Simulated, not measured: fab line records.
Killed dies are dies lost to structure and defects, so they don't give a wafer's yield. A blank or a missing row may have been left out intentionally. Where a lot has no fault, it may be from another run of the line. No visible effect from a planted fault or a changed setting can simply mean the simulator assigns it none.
A lot that was struck, set against a sound lot :: flow n5Finfet :: 35 steps out of a route of 1938
Sound: the wafers L766.1, L766.3, L766.5. Struck: wafer L764.5 (L764.1, L764.4, from the same lot, were not struck and are left out); the cause is given at the end.
Each step with rows lists, per side, the tool, then ch with its chambers, then its first start. Under that, the readings that differ: sound wafers :: struck wafers :: difference of the means :: sigmas: that difference in standard deviations of wafers without a fault.
alike: a reading whose means differ by less than 2 such deviations, as well as words and numbers matching on both sides. not compared: withheld readings; readings where some wafer has no value; bounds like >300 that might hide an equal value; numbers whose values overlap and for which the record gives no deviation.
Wherever a step has rows on one side only, a row that says differs or no value, or a row with sigmas, the two part there. Non-overlapping numbers with no deviation appear without sigmas and do not part them. Lack of a reading on every wafer of one side parts them only where that side has two or more wafers.

first, 9 steps without rows for these wafers: N5_BEOL_M3_DEVELOP_10 (develop time 30 s); N5_BEOL_M3_DESCUM_16 (chemistry O2, time 7 s); N5_BEOL_M3_ETCH_74 (etches underlayer in N2/H2, target depth 6.5 nm, time 5.2 s); N5_BEOL_M3_ETCH_63 (etches SiARC in CF4, target depth 15.6 nm, time 26 s); N5_BEOL_M3_ETCH_64 (etches SOC in N2/H2, target depth 75 nm, overetch 15 nm, time 112.5 s); N5_BEOL_M3_STRIP_65 (strips in N2/H2); N5_BEOL_M3_STRIP_75 (strips in N2/H2); N5_BEOL_M3_STRIP_66 (strips in CF4); N5_BEOL_M3_HM_OPEN_17 (chemistry Cl2/BCl3, target TiN, target depth 20 nm, overetch 6 nm).
N5_BEOL_M3_STRIP_19: strips in O2.
  sound on rieDiel-05 ch 1,2,3, day 10 08:06; struck on rieDiel-01 ch 0, day 9 16:31
reading: throttleValvePct (%)
sound: 16.57 16.67 16.97
struck: 16.24
difference: -0.50
sigmas: -2
  alike: drypumpMotorCurrentA, oesProductAu, rfVppV, showerheadPlenumPTorr
  not compared: rfHoursCounterH
then, 24 steps without rows for these wafers: N5_BEOL_M3_COAT_67 (time 60 s, resist thk 60 nm); N5_BEOL_M3_COAT_68 (time 60 s, resist thk 12 nm); N5_BEOL_M3_COAT_76 (time 60 s, resist thk 5 nm); N5_BEOL_M3_COAT_22 (resist thk 30 nm); N5_BEOL_M3_EBR_24; N5_BEOL_M3_SOFTBAKE_23 (time 60 s); N5_BEOL_M3_EXPOSE_25 (exposes mask V2, defocus 5 nm); N5_BEOL_M3_PEB_26 (peb time 60 s); N5_BEOL_M3_DEVELOP_27 (develop time 30 s); N5_BEOL_M3_DESCUM_33 (chemistry O2, time 7 s); N5_BEOL_M3_ETCH_77 (etches underlayer in N2/H2, target depth 6.5 nm, time 5.2 s); N5_BEOL_M3_ETCH_69 (etches SiARC in CF4, target depth 15.6 nm, time 26 s); N5_BEOL_M3_ALD_98 (deposits SiO2, target thk 2.5 nm, pulse time 1 s, co reactant pulse time 1 s); N5_BEOL_M3_ETCHBACK_99 (etches SiO2 in CHF3, target depth 5 nm, time 10.4 s); N5_BEOL_M3_ETCH_70 (etches SOC in N2/H2, target depth 80 nm, overetch 16 nm, time 120 s); N5_BEOL_M3_STRIP_71 (strips in N2/H2); N5_BEOL_M3_STRIP_78 (strips in N2/H2); N5_BEOL_M3_VIA_ETCH_34 (etches the open film in C4F6/O2, target depth 69.4 nm, time 65.9 s); N5_BEOL_M3_STRIP_83 (strips in C4F6/O2); N5_BEOL_M3_STRIP_36 (strips in N2/H2); N5_BEOL_M3_TRENCH_ETCH_37 (etches SiOC in C4F6/O2, target depth 55.555 nm, time 29.2 s); N5_BEOL_M3_ETCH_41 (etches SiCN in CH3F/O2, target depth 29.9 nm, time 52.5 s); N5_BEOL_M3_STRIP_97 (strips in N2/H2, time 10 s); N5_BEOL_M3_HM_STRIP_39 (strips TiN in peroxide tin strip, target depth 25 nm, time 158 s).
-- the record jumps here: 5 days lie between the struck wafers' starts before and after (it left off in module BEOL_M3 and takes up again in module PASSIVATION, whose first step shown is number 1936 of the route) --
N5_PASSIVATION_PROBE_49:
  sound on prober-01 at day 15 09:26; struck on prober-01 at day 14 17:47
reading: defectLimitedYield (%)
sound: 92.5 91.2 88.6
struck: 82.8
difference: -8.0
sigmas: -5

reading: killed_at_M0_to_M3
sound: 23 33 45
struck: 133
difference: +99
sigmas: +10

reading: killedDies
sound: 88 104 135
struck: 203
difference: +94
sigmas: +5

reading: sort_bin_5_function (%)
sound: 4.7 4.6 6.9
struck: 10.9
difference: +5.5
sigmas: +5

reading: sortNPass
sound: 1092 1076 1045
struck: 977
difference: -94
sigmas: -5

reading: sortYieldPct (%)
sound: 92.5 91.2 88.6
struck: 82.8
difference: -8.0
sigmas: -5
  alike: killed_at_M4_up, killedAtContacts, killedAtFrontEnd, killedAtOther, killedOpen, killedShort, sort_bin_6_memory

== WHERE THEY PART ==
Last at N5_PASSIVATION_PROBE_49 as far as this record goes, first at N5_BEOL_M3_STRIP_19.

WHY: what had been put in by the simulator
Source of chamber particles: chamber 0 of rieDiel-01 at N5_BEOL_M3_STRIP_19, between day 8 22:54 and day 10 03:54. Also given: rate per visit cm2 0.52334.
